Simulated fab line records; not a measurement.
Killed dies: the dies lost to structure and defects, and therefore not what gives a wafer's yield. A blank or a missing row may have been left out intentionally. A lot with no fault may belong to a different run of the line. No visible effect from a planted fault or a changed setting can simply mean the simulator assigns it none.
fab line records | flow nandHarc
[record] lots = 24 wafers = 72 lastDay = 25
route steps=1159 shown A_CONTACT@941 A_M0@1004 A_M1@1058
lots that met no fault: from a run of the same line without faults
startH: start of the lot's first displayed wafer, in hours after the record's first day | waitH: how many hours have passed since the lot's step before this one | " identical to the entry in the row above | L1.1+2: a single row standing in for several wafers | - either no value or no given start | * or withheld: withheld | < > ~ a bound
route shown NAME@n: names a module that has steps shown in the file, with the first one's number in the route | usual: mean/standard deviation of fault-free wafers | same: alike in all rows | chamber/n: place in a boat | sites: the reading at each site | _std_site: standard deviation of those values | _edge_site: the outer-site mean with the inner-site mean subtracted | radiusMm: how far each site lies from the wafer's centre | mask NAME#n: copy n | behind: the tool/chamber that last shaped the wafer | hold: cause of the lot's hold/its duration in hours/its outcome | device: the n, p or np transistor that did not switch | end of line: the same wafers' tests at the end of the route | step lacking rows: just its recipe | killed: count of dies lost to structure and defects at first sort (not the wafer's yield) | map: shows each die of a wafer: x if killed, . if not, _ if none is there
set.NAME: setting as actually run; set.NAME@STEP: the setting as run at that earlier step | model.NAME: the simulator's own value behind a step, which no gauge read
route steps across a sampled set of lots; one table per step, one row per wafer
services: the hour from which a tool's chamber was out of use, counted from the record's first day as startH (under 0 if before that day), plus the number of hours and why
[[steps]]
[step NHARC_A_CONTACT_ETCH_30]
[recipe] targetDepthA = 605 timeS = 30.2 cf4FlowSccm = 100 chf3FlowSccm = 30 arFlowSccm = 0 rfW = 500 biasW = 200 chemistry = CF4/CHF3
[usual] cf4FlowSccm = 100.0/0.32 chamberPressureMTorr = 24.998/0.021 drypumpMotorCurrentA = 5.8/0.31 oesProductAu = 0.943/0.023 rfVppV = 370.0/2.6 showerheadPlenumPTorr = 1.56/0.078 throttleValvePct = 16.802/0.0095
// columns lot.wafer tool chamber startH waitH cf4FlowSccm chamberPressureMTorr drypumpMotorCurrentA oesProductAu rfHoursCounterH rfVppV showerheadPlenumPTorr throttleValvePct
L075.4 rieDiel-02 2 - - 99.5 25.028 5.7 0.981 16 368.9 1.53 16.798
L075.5 " 2 " " 99.8 25.011 5.7 0.992 - 369.8 1.52 16.799
L075.6 " 3 " " 100.0 24.963 6.5 0.971 - 375.8 1.70 16.804
L076.1 rieDiel-09 0 - - 99.9 24.960 5.8 0.953 24 368.8 1.50 16.800
L076.2 " 2 " " 100.1 24.984 6.0 0.965 22 367.2 1.46 16.795
L076.5 " 3 " " 100.1 25.026 6.1 0.989 - 371.6 1.59 16.797
L074.1 rieDiel-09 1 - - 99.8 24.992 5.5 0.937 23 366.9 1.49 16.812
L074.2 " 0 " " 99.7 24.987 5.7 0.922 24 367.8 1.50 16.793
L074.6 " 2 " " 100.0 24.986 6.0 0.910 - 367.7 1.46 16.805
L079.3 rieDiel-03 3 - - 99.7 25.043 5.7 0.937 2 367.8 1.50 16.803
L079.4 " 0 " " 99.9 24.992 5.9 0.914 3 369.2 1.56 16.796
L079.1 " 1 " " 100.1 25.035 5.6 0.916 3 370.6 1.57 16.807
L080.3 rieDiel-02 2 - - 98.9 24.995 5.6 0.935 27 370.2 1.52 16.806
L080.5 " 2 " " 99.7 24.975 5.6 0.931 - 369.7 1.52 16.810
L080.6 " 3 " " 100.0 24.996 6.5 0.914 - 374.1 1.69 16.813
L077.1 rieDiel-09 2 - - 100.5 24.980 6.0 0.915 29 366.5 1.46 16.804
L077.6 " 3 " " 99.5 25.008 6.1 0.930 - 371.1 1.59 16.787
L077.5 " 0 " " 100.5 25.014 5.8 0.921 - 367.5 1.49 16.813
L078.4 rieDiel-09 1 - - 100.1 25.014 5.5 0.926 29 369.2 1.49 16.806
L078.2 " 2 " " 100.2 25.010 6.0 0.918 30 366.5 1.46 16.804
L078.3 " 3 " " 100.0 24.994 6.1 0.933 34 371.1 1.59 16.799
L081.2 rieDiel-09 1 - - 100.1 25.023 5.5 0.943 29 368.9 1.49 16.818
L081.4 " 2 " " 100.0 24.998 6.0 0.910 31 366.2 1.46 16.785
L081.5 " 2 " " 99.6 25.024 6.0 0.904 - 366.1 1.46 16.789
L083.1 rieDiel-09 3 - - 100.1 24.998 6.1 0.977 0 371.8 1.59 16.795
L083.4 " 0 " " 99.8 25.031 5.8 0.976 0 367.9 1.49 16.801
L083.6 " 3 " " 99.7 24.981 6.1 0.978 - 370.6 1.59 16.794
L082.3 rieDiel-03 3 - - 100.1 25.023 5.7 0.955 17 366.5 1.50 16.789
L082.2 " 0 " " 99.6 24.994 5.9 0.967 18 370.8 1.56 16.787
L082.1 " 1 " " 100.3 25.022 5.6 0.941 18 370.9 1.57 16.809
L084.2 rieDiel-09 1 - - 99.7 25.002 5.5 0.921 1 367.7 1.49 16.795
L084.4 " 3 " " 100.3 25.017 6.1 0.928 1 372.0 1.59 16.806
L084.6 " 2 " " 99.6 24.994 6.0 0.923 - 374.9 1.70 16.795
L085.4 rieDiel-09 0 - - 100.6 25.007 5.8 0.988 3 368.7 1.49 16.793
L085.2 " 1 " " 100.4 24.995 5.5 0.974 3 367.0 1.49 16.792
L085.1 " 2 " " 99.8 24.992 6.0 0.955 3 375.0 1.70 16.797
L088.4 rieDiel-03 3 - - 100.4 24.989 5.7 0.960 22 367.6 1.50 16.801
L088.5 " 0 " " 100.3 24.978 5.9 0.939 - 368.7 1.56 16.808
L088.6 " 1 " " 100.0 24.986 5.6 0.946 - 369.8 1.57 16.809
L086.1 rieDiel-02 3 - - 100.0 24.965 6.4 0.914 48 374.2 1.69 16.814
L086.4 " 2 " " 100.1 24.990 5.7 0.922 - 369.1 1.52 16.801
L086.5 " 3 " " 100.0 24.981 6.4 0.927 - 374.1 1.69 16.797
L090.2 rieDiel-03 0 - - 99.8 25.017 5.9 0.925 32 369.5 1.56 16.799
L090.4 " 1 " " 100.2 24.982 5.6 0.918 32 370.5 1.57 16.799
L090.1 " 2 " " 100.1 25.005 5.9 0.939 30 371.4 1.62 16.793
L087.1 rieDiel-09 2 - - 99.6 24.991 6.0 0.975 6 374.2 1.70 16.828
L087.2 " 0 " " 99.9 25.014 5.8 0.957 7 368.0 1.49 16.808
L087.4 " 1 " " 99.6 25.035 5.5 0.956 7 368.9 1.49 16.807
L089.1 rieDiel-09 0 - - 100.2 25.016 5.8 0.975 8 367.9 1.49 16.810
L089.2 " 3 " " 99.5 25.017 6.1 0.959 7 370.6 1.59 16.801
L089.5 " 1 " " 99.9 25.008 5.5 0.965 - 368.6 1.48 16.800
L091.2 rieDiel-09 0 - - 100.0 24.993 5.7 0.924 8 367.8 1.49 16.812
L091.3 " 3 " " 100.2 24.995 6.1 0.933 8 371.8 1.59 16.806
L091.6 " 1 " " 99.8 24.995 5.5 0.927 - 368.8 1.48 16.798
L093.3 rieDiel-03 3 - - 99.6 24.999 5.7 0.937 38 369.0 1.49 16.796
L093.6 " 1 " " 100.1 24.989 5.7 0.918 - 371.1 1.57 16.798
L093.5 " 2 " " 99.8 25.012 5.9 0.944 - 372.5 1.61 16.806
L094.2 rieDiel-09 0 - - 99.5 24.983 5.8 0.935 12 367.1 1.49 16.817
L094.1 " 1 " " 99.6 25.003 5.5 0.915 12 367.3 1.48 16.810
L094.6 " 3 " " 100.1 24.993 6.1 0.928 - 370.1 1.59 16.800
L092.3 rieDiel-02 0 - - 100.2 24.993 6.3 0.928 62 367.6 1.51 16.810
L092.1 " 1 " " 100.0 24.991 5.1 0.923 61 373.3 1.68 16.809
L092.4 " 2 " " 100.7 25.035 5.6 0.916 63 369.6 1.51 16.803
L095.3 rieDiel-09 0 - - 100.1 25.020 5.8 0.936 13 366.9 1.49 16.796
L095.6 " 2 " " 100.6 25.027 6.0 0.948 - 374.5 1.70 16.825
L095.5 " 3 " " 99.6 24.969 6.1 0.958 - 371.4 1.59 16.798
L096.4 rieDiel-02 2 - - 100.1 24.998 5.7 0.968 1 370.3 1.51 16.792
L096.2 " 3 " " 100.2 24.973 6.5 0.974 1 376.1 1.68 16.795
L096.1 " 0 " " 100.2 25.007 6.3 0.971 1 369.2 1.51 16.806
L097.1 rieDiel-09 0 - - 100.1 25.019 5.8 0.970 16 369.1 1.49 16.796
L097.2 " 1 " " 99.6 25.061 5.5 0.961 16 368.6 1.48 16.796
L097.4 " 3 " " 100.4 24.966 6.1 0.992 16 372.2 1.59 16.830
[step NHARC_A_CONTACT_ETCH_134]
[recipe] sourceW = withheld pressureMtorr = 20 biasV = withheld timeS = 140 targetDepthA = 7000 arFlowSccm = withheld c4f8FlowSccm = withheld o2FlowSccm = withheld chemistry = C4F8/O2/Ar
[usual] chamberPressureMTorr = 20.000/0.019
// columns lot.wafer tool chamber startH waitH chamberPressureMTorr rfHoursCounterH
L075.4 harCapEtch-01 0 383.83 - 19.991 -
L075.6 " 0 " " 19.993 -
L075.5 " 1 " " 19.987 -
L076.1 harCapEtch-03 1 384.28 - 19.990 87
L076.2 " 0 " " 20.012 87
L076.5 " 1 " " 20.014 -
L074.2 harCapEtch-03 0 393.74 - 20.011 88
L074.1 " 1 " " 19.990 88
L074.6 " 0 " " 20.037 -
L079.1 harCapEtch-03 0 411.51 - 19.996 89
L079.4 " 1 " " 20.012 -
L079.3 " 0 " " 20.014 -
L080.3 harCapEtch-03 1 414.64 - 19.988 -
L080.6 " 1 " " 19.986 -
L080.5 " 0 " " 20.000 -
L077.1 harCapEtch-03 1 423.12 - 19.991 91
L077.6 " 1 " " 19.999 -
L077.5 " 0 " " 20.010 -
L078.2 harCapEtch-02 1 428.83 - 19.991 17
L078.3 " 0 " " 20.004 -
L078.4 " 1 " " 19.974 -
L081.2 harCapEtch-01 0 431.35 - 20.006 66
L081.4 " 1 " " 19.994 -
L081.5 " 1 " " 19.985 -
L083.1 harCapEtch-02 0 444.14 - 19.988 20
L083.4 " 0 " " 20.024 -
L083.6 " 1 " " 20.013 -
L082.1 harCapEtch-01 0 444.53 - 19.977 69
L082.2 " 1 " " 19.987 69
L082.3 " 0 " " 20.004 -
L084.2 harCapEtch-03 1 448.73 - 19.983 95
L084.4 " 0 " " 20.009 -
L084.6 " 1 " " 19.984 -
L085.2 harCapEtch-02 1 456.42 - 19.980 22
L085.1 " 0 " " 20.008 22
L085.4 " 0 " " 20.002 -
L088.4 harCapEtch-01 0 457.19 - 19.998 -
L088.5 " 0 " " 20.002 -
L088.6 " 1 " " 19.991 -
L086.1 harCapEtch-02 0 468.79 - 19.989 24
L086.4 " 1 " " 19.993 -
L086.5 " 1 " " 20.014 -
L090.2 harCapEtch-02 1 479.22 - 20.008 26
L090.1 " 0 " " 19.971 26
L090.4 " 1 " " 19.993 -
L087.1 harCapEtch-01 1 481.52 - 20.012 76
L087.2 " 0 " " 20.132 76
L087.4 " 1 " " 19.991 -
L089.1 harCapEtch-02 1 484.59 - 20.025 27
L089.2 " 0 " " 20.011 27
L089.5 " 0 " " 20.008 -
L091.2 harCapEtch-01 0 488.26 - 20.026 76
L091.3 " 1 " " 20.026 -
L091.6 " 1 " " 20.014 -
L093.3 harCapEtch-02 0 500.84 - 19.997 -
L093.5 " 1 " " 20.010 -
L093.6 " 0 " " 20.005 -
L094.2 harCapEtch-01 1 503.90 - 20.012 80
L094.1 " 0 " " 19.967 80
L094.6 " 0 " " 19.976 -
L092.1 harCapEtch-02 0 504.93 - 19.981 31
L092.3 " 1 " " 20.006 -
L092.4 " 0 " " 19.971 -
L095.3 harCapEtch-02 1 509.82 - 19.990 -
L095.5 " 0 " " 20.007 -
L095.6 " 1 " " 20.009 -
L096.2 harCapEtch-01 0 518.77 - 20.030 83
L096.1 " 1 " " 19.986 83
L096.4 " 0 " " 19.997 -
L097.1 harCapEtch-01 0 532.99 - 19.997 85
L097.2 " 1 " " 19.998 85
L097.4 " 0 " " 20.013 -
[step NHARC_A_CONTACT_CD_MEAS_15]
[usual] cdNm = 89.8/0.62
// columns lot.wafer tool chamber startH waitH cdNm
L075.4 cdSem-02 - 385.08 - 90.0
L075.5 " - " " 91.0
L075.6 " - " " 89.7
L076.1 cdSem-02 - 385.90 - 90.1
L076.2 " - " " 90.3
L076.5 " - " " 90.2
L074.1 cdSem-02 - 395.39 - 90.3
L074.2 " - " " 89.8
L074.6 " - " " 90.2
L079.1 cdSem-01 - 413.08 - 90.3
L079.3 " - " " 90.4
L079.4 " - " " 90.8
L080.3 cdSem-02 - 416.17 - 90.2
L080.5 " - " " 89.9
L080.6 " - " " 90.1
L077.1 cdSem-03 - 424.46 - 89.3
L077.5 " - " " 89.0
L077.6 " - " " 89.8
L078.2 cdSem-03 - 430.12 - 89.2
L078.3 " - " " 88.5
L078.4 " - " " 88.8
L081.2 cdSem-01 - 432.68 - 90.8
L081.4 " - " " 90.1
L081.5 " - " " 90.9
L083.1 cdSem-03 - 445.44 - 89.0
L083.4 " - " " 88.7
L083.6 " - " " 88.7
L082.1 cdSem-02 - 445.84 - 90.4
L082.2 " - " " 90.0
L082.3 " - " " 89.1
L084.2 cdSem-03 - 450.40 - 89.0
L084.4 " - " " 90.1
L084.6 " - " " 89.3
L085.1 cdSem-03 - 457.74 - 90.6
L085.2 " - " " 90.6
L085.4 " - " " 90.4
L088.4 cdSem-01 - 458.44 - 89.9
L088.5 " - " " 90.1
L088.6 " - " " 89.2
L086.1 cdSem-02 - 470.08 - 89.3
L086.4 " - " " 88.5
L086.5 " - " " 89.2
L090.1 cdSem-02 - 480.54 - 90.1
L090.2 " - " " 88.6
L090.4 " - " " 89.5
L087.1 cdSem-02 - 482.83 - 89.0
L087.2 " - " " 89.5
L087.4 " - " " 89.6
L089.1 cdSem-01 - 485.90 - 90.4
L089.2 " - " " 89.9
L089.5 " - " " 89.6
L091.2 cdSem-03 - 489.54 - 90.6
L091.3 " - " " 89.7
L091.6 " - " " 90.6
L093.3 cdSem-03 - 502.06 - 88.8
L093.5 " - " " 89.1
L093.6 " - " " 88.7
L094.1 cdSem-03 - 505.20 - 90.2
L094.2 " - " " 89.5
L094.6 " - " " 89.7
L092.1 cdSem-01 - 506.31 - 89.1
L092.3 " - " " 89.8
L092.4 " - " " 90.5
L095.3 cdSem-02 - 511.07 - 90.0
L095.5 " - " " 90.1
L095.6 " - " " 90.7
L096.1 cdSem-02 - 520.08 - 90.0
L096.2 " - " " 89.3
L096.4 " - " " 88.6
L097.1 cdSem-02 - 534.30 - 89.7
L097.2 " - " " 90.3
L097.4 " - " " 89.6
[step NHARC_A_M0_CD_MEAS_09]
[recipe] targetCdNm = 80 landingEnergyEv = 500
[usual] cdNm = 80.2/0.67
// columns lot.wafer tool chamber startH waitH cdNm
L075.4 cdSem-01 0 407.66 - 78.9
L075.5 " 0 " " 79.4
L075.6 " 0 " " 79.8
L076.1 cdSem-03 0 407.97 - 79.1
L076.2 " 0 " " 79.9
L076.5 " 0 " " 79.4
L074.1 cdSem-03 0 411.75 - 79.2
L074.2 " 0 " " 81.0
L074.6 " 0 " " 79.7
L079.1 cdSem-02 0 422.41 - 79.6
L079.3 " 0 " " 80.5
L079.4 " 0 " " 80.0
L080.3 cdSem-01 0 426.43 - 80.0
L080.5 " 0 " " 80.8
L080.6 " 0 " " 79.9
L077.1 cdSem-02 0 436.13 - 80.7
L077.5 " 0 " " 80.4
L077.6 " 0 " " 81.5
L078.2 cdSem-03 0 440.53 - 80.7
L078.3 " 0 " " 80.3
L078.4 " 0 " " 79.6
L081.2 cdSem-02 0 442.82 - 80.0
L081.4 " 0 " " 78.8
L081.5 " 0 " " 79.1
L083.1 cdSem-03 0 453.20 - 80.7
L083.4 " 0 " " 80.1
L083.6 " 0 " " 80.4
L082.1 cdSem-01 0 457.66 - 80.0
L082.2 " 0 " " 80.3
L082.3 " 0 " " 79.6
L084.2 cdSem-01 0 467.14 - 78.8
L084.4 " 0 " " 80.2
L084.6 " 0 " " 80.5
L088.4 cdSem-02 0 470.88 - 80.5
L088.5 " 0 " " 81.2
L088.6 " 0 " " 80.2
L085.1 cdSem-02 0 471.20 - 80.3
L085.2 " 0 " " 81.0
L085.4 " 0 " " 81.1
L086.1 cdSem-03 0 482.53 - 80.4
L086.4 " 0 " " 80.7
L086.5 " 0 " " 80.2
L090.1 cdSem-02 0 507.51 - 80.1
L090.2 " 0 " " 79.4
L090.4 " 0 " " 79.8
L087.1 cdSem-03 0 507.95 - 80.9
L087.2 " 0 " " 80.8
L087.4 " 0 " " 81.1
L089.1 cdSem-03 0 509.09 - 81.4
L089.2 " 0 " " 80.0
L089.5 " 0 " " 80.7
L091.2 cdSem-03 0 512.15 - 80.0
L091.3 " 0 " " 81.0
L091.6 " 0 " " 79.8
L093.3 cdSem-02 0 512.99 - 80.0
L093.5 " 0 " " 80.5
L093.6 " 0 " " 80.6
L094.1 cdSem-03 0 513.47 - 79.7
L094.2 " 0 " " 81.0
L094.6 " 0 " " 79.6
L092.1 cdSem-01 0 514.32 - 80.7
L092.3 " 0 " " 80.4
L092.4 " 0 " " 81.3
L095.3 cdSem-03 0 518.88 - 80.2
L095.5 " 0 " " 79.5
L095.6 " 0 " " 79.9
L096.1 cdSem-03 0 534.98 - 81.1
L096.2 " 0 " " 79.5
L096.4 " 0 " " 78.8
L097.1 cdSem-03 0 541.34 - 80.8
L097.2 " 0 " " 79.2
L097.4 " 0 " " 79.5
[step NHARC_A_M0_PRE_CLEAN_29]
[recipe] timeS = 30 tempC = 280 gas = H2/He
[usual] heaterPowerW = 393/41
// columns lot.wafer tool chamber startH waitH heaterPowerW
L075.4 pvdSputter-03 - - - 332
L075.5 " - " " 431
L075.6 " - " " 332
L076.2 pvdSputter-02 - - - 377
L076.1 " - " " 314
L076.5 " - " " 381
L074.1 pvdSputter-02 - - - 384
L074.2 " - " " 322
L074.6 " - " " 390
L079.1 pvdSputter-01 - - - 447
L079.3 " - " " 428
L079.4 " - " " 434
L080.3 pvdSputter-03 - - - 449
L080.6 " - " " 423
L080.5 " - " " 341
L077.1 pvdSputter-01 - - - 456
L077.6 " - " " 443
L077.5 " - " " 447
L078.3 pvdSputter-02 - - - 327
L078.4 " - " " 383
L078.2 " - " " 387
L081.2 pvdSputter-01 - - - 444
L081.4 " - " " 403
L081.5 " - " " 433
L083.4 pvdSputter-02 - - - 390
L083.1 " - " " 377
L083.6 " - " " 385
L082.3 pvdSputter-02 - - - 322
L082.2 " - " " 379
L082.1 " - " " 434
L084.2 pvdSputter-03 - - - 409
L084.4 " - " " 409
L084.6 " - " " 442
L088.4 pvdSputter-03 - - - 407
L088.6 " - " " 410
L088.5 " - " " 335
L085.1 pvdSputter-02 - - - 327
L085.4 " - " " 388
L085.2 " - " " 426
L086.1 pvdSputter-02 - - - 387
L086.4 " - " " 430
L086.5 " - " " 399
L090.2 pvdSputter-03 - - - 337
L090.1 " - " " 429
L090.4 " - " " 411
L087.4 pvdSputter-02 - - - 381
L087.2 " - " " 380
L087.1 " - " " 323
L089.2 pvdSputter-02 - - - 390
L089.1 " - " " 384
L089.5 " - " " 386
L091.3 pvdSputter-02 - - - 388
L091.2 " - " " 435
L091.6 " - " " 330
L093.3 pvdSputter-03 - - - 423
L093.5 " - " " 396
L093.6 " - " " 331
L094.2 pvdSputter-02 - - - 379
L094.1 " - " " 383
L094.6 " - " " 436
L092.4 pvdSputter-03 - - - 415
L092.1 " - " " 331
L092.3 " - " " 425
L095.3 pvdSputter-02 - - - 385
L095.6 " - " " 386
L095.5 " - " " 329
L096.4 pvdSputter-02 - - - 377
L096.1 " - " " 422
L096.2 " - " " 387
L097.2 pvdSputter-01 - - - 478
L097.1 " - " " 406
L097.4 " - " " 433
[step NHARC_A_M1_DEP_33]
[recipe] targetThkA = 300 tempC = 370 targetThkNm = 30 pressureTorr = 3 flowSccm = 200 rfW = 450 material = SiCN
[usual] heaterPowerW = 567/93
// columns lot.wafer tool chamber startH waitH heaterPowerW sinceWetCleanH
L076.2 pecvd-01 1 415.13 0.1 550 165
L076.1 " 2 " " 662 165
L076.5 " 0 " " 719 -
L075.5 pecvd-03 1 415.46 0.2 564 -
L075.6 " 2 " " 435 -
L075.4 " 0 " " 743 -
L074.1 pecvd-03 1 418.67 0.1 519 113
L074.2 " 0 " " 694 113
L074.6 " 2 " " 436 -
L079.3 pecvd-02 0 429.53 0.1 582 82
L079.1 " 1 " " 488 82
L079.4 " 2 " " 481 -
L080.3 pecvd-01 2 433.45 0.1 513 2
L080.5 " 2 " " 501 -
L080.6 " 1 " " 468 -
L077.1 pecvd-01 2 443.27 0.1 608 12
L077.6 " 1 " " 552 -
L077.5 " 0 " " 692 -
L078.3 pecvd-03 2 447.87 0.1 427 143
L078.2 " 0 " " 732 143
L078.4 " 2 " " 426 -
L081.2 pecvd-03 2 450.36 0.1 435 145
L081.4 " 1 " " 585 -
L081.5 " 2 " " 439 -
L083.1 pecvd-02 2 460.53 0.1 482 113
L083.6 " 0 " " 580 -
L083.4 " 1 " " 482 -
L082.3 pecvd-03 1 464.73 0.1 575 159
L082.2 " 2 " " 413 159
L082.1 " 0 " " 713 159
L084.2 pecvd-01 1 474.27 0.1 489 43
L084.4 " 1 " " 481 -
L084.6 " 0 " " 681 -
L088.6 pecvd-01 2 478.68 0.2 582 -
L088.5 " 0 " " 574 -
L088.4 " 1 " " 569 -
L085.2 pecvd-01 1 478.93 0.1 507 48
L085.1 " 2 " " 582 48
L085.4 " 1 " " 521 -
L086.1 pecvd-03 1 490.31 0.1 548 4
L086.4 " 0 " " 694 -
L086.5 " 2 " " 424 -
L090.2 pecvd-03 2 514.56 0.1 430 28
L090.1 " 1 " " 590 28
L090.4 " 2 " " 449 -
L087.1 pecvd-01 2 514.92 0.1 589 84
L087.2 " 1 " " 549 84
L087.4 " 0 " " 712 -
L089.2 pecvd-01 1 517.10 0.1 509 86
L089.1 " 2 " " 540 86
L089.5 " 0 " " 701 -
L091.2 pecvd-03 2 519.23 0.1 450 33
L091.3 " 0 " " 624 33
L091.6 " 1 " " 569 -
L093.3 pecvd-03 2 520.84 0.1 451 34
L093.5 " 1 " " 520 -
L093.6 " 2 " " 460 -
L094.2 pecvd-03 2 521.35 0.1 468 35
L094.1 " 0 " " 599 35
L094.6 " 0 " " 604 -
L092.3 pecvd-01 2 522.67 0.1 512 92
L092.1 " 0 " " 612 92
L092.4 " 0 " " 615 -
L095.3 pecvd-03 1 526.03 0.1 501 40
L095.5 " 2 " " 406 -
L095.6 " 1 " " 494 -
L096.2 pecvd-01 1 542.66 0.1 515 112
L096.1 " 2 " " 603 112
L096.4 " 1 " " 527 -
L097.1 pecvd-03 2 548.34 0.1 466 62
L097.2 " 1 " " 489 62
L097.4 " 0 " " 606 -
[[services]]
// columns tool chamber startH hours kind
pecvd-01 2 361.15 11.4 repair
rieDiel-09 0 361.42 - clean
rieDiel-03 1 362.93 8.5 repair
pvdSputter-02 - 392.02 10.0 pm
rieDiel-03 - 392.40 9.0 pm
pvdSputter-02 - 415.97 2.9 repair
rieDiel-09 1 416.14 3.3 repair
pecvd-01 - 418.00 13.0 pm
rieDiel-09 - 431.41 9.0 pm
pvdSputter-03 - 458.00 10.0 pm
pecvd-01 1 462.62 10.6 repair
rieDiel-02 1 467.53 6.4 repair
pecvd-03 - 473.41 13.0 pm
rieDiel-03 0 486.63 5.8 repair
pvdSputter-02 - 487.12 0.6 repair
rieDiel-02 - 505.06 9.0 pm
rieDiel-09 2 509.84 4.7 repair
pvdSputter-03 - 509.94 3.9 repair
pvdSputter-01 - 514.00 10.0 pm
pecvd-02 - 515.49 13.0 pm
pvdSputter-02 - 521.46 2.7 repair
harCapEtch-01 - 534.23 29.4 repair
pvdSputter-02 - 546.47 12.8 repair
harCapEtch-03 - 546.54 17.0 pm
[[key]]
fault none
